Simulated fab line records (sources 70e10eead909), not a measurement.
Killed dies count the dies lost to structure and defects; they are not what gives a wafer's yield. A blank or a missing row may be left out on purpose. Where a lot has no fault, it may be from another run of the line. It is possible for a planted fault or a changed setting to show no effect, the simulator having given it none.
Problem report in the 8D (eight disciplines) form, filled by code -- flow nand harc -- the parts of the form that need people (team, actions taken, sign-off) are left out

== 1. THE ISSUE ==
Wafers without a fault read 100.0 nm, standard deviation 0.47; cd nm at NHARC_A_BLC_CD_MEAS_10 reads a mean of 97.6 nm on 5 wafers belonging to 2 lots. That puts it -5.2 standard deviations away from the usual mean.
The step: target cd 100 nm.
First observed at day 22 11:13: wafer L909.2, on cd sem-01. The record holds 32 wafers of 11 lots with a number at this step. The rule behind "out" and "out of limits": a value lying over 4 standard deviations away from the usual mean. Any other wafer with a number is counted as sound.

== 2. WHAT IT IS; WHAT IT IS NOT ==
question,is,is not
which readings at this step,cd nm,-
which lots,"L909, L911","L890, L891, L893, L894, L895, L898, L899, L900, L913"
which wafers of those lots,all that have a number,-
read on which gauges,"cd sem-01, cd sem-02",-
when,from day 22 11:13,up to then (24 sound wafers); but 3 sound wafers of L913 came after

== 3. WHAT RULES OUT EACH SUSPECT ==
Counting: a tool at any process step up to the reading remains a suspect when it ran all the lots that are out and ran no sound lot after the first of those.
- the gauge at NHARC_A_BLC_CD_MEAS_10: ruled out. Those wafers that are out were read across 2 gauges (cd sem-01, cd sem-02).
- litho track-04 at NHARC_A_BLC_PEB_08 (peb time 65 s): kept. It ran every lot that is out, first L909 (day 22 11:08), and no sound lot after that; its last sound lot up to then is L900 (day 20 00:26). Its own plate temp C readings are out on those wafers.
The count leaves litho track-04 at NHARC_A_BLC_PEB_08.

== 4. THE CAUSE (what the simulator had put in) ==
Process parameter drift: litho track-04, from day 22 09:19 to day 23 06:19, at NHARC_A_BLC_PEB_08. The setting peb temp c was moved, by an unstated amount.
Counting left only this tool.

== 5. SEQUENCE OF EFFECTS, ordered by route ==
Each row: a reading whose mean over the struck wafers that have a number lies more than 3 standard deviations from the usual. Readings are gone through only where the record gives a usual standard deviation; hours: the median, over the lots, of the time from a lot's start at the first step in this table giving one to that lot's start at this step; sigmas: the change measured in usual standard deviations.
hours,step,reading,usual,on struck wafers,change,sigmas
0,NHARC_A_BLC_PEB_08,plate temp C,99.97 C,99.26,-0.71,-5.5
0,NHARC_A_BLC_CD_MEAS_10,cd nm,100.0 nm,97.6,-2.4,-5.2
Here are the process steps it includes:
- NHARC_A_BLC_PEB_08: peb time 65 s.
At these later measuring or inspecting steps, every struck wafer for which the step has a row has a number for every such reading, and none has moved that far: NHARC_END_SORT_01.

== 6. WHAT WOULD HAVE CAUGHT IT SOONER ==
The first out-of-limits reading at a measuring or inspecting step in this record came at day 22 11:13, 2 hours after the fault's start at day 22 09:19.
Tool's own readings at NHARC_A_BLC_PEB_08, plate temp C: out on all struck wafers the step has rows for; an alarm limit on them would have tripped on the first.
Among the 2 lots that are out, L911 began NHARC_A_BLC_PEB_08 on litho track-04 after day 22 11:13. Putting the tool on hold at that point would have spared it.
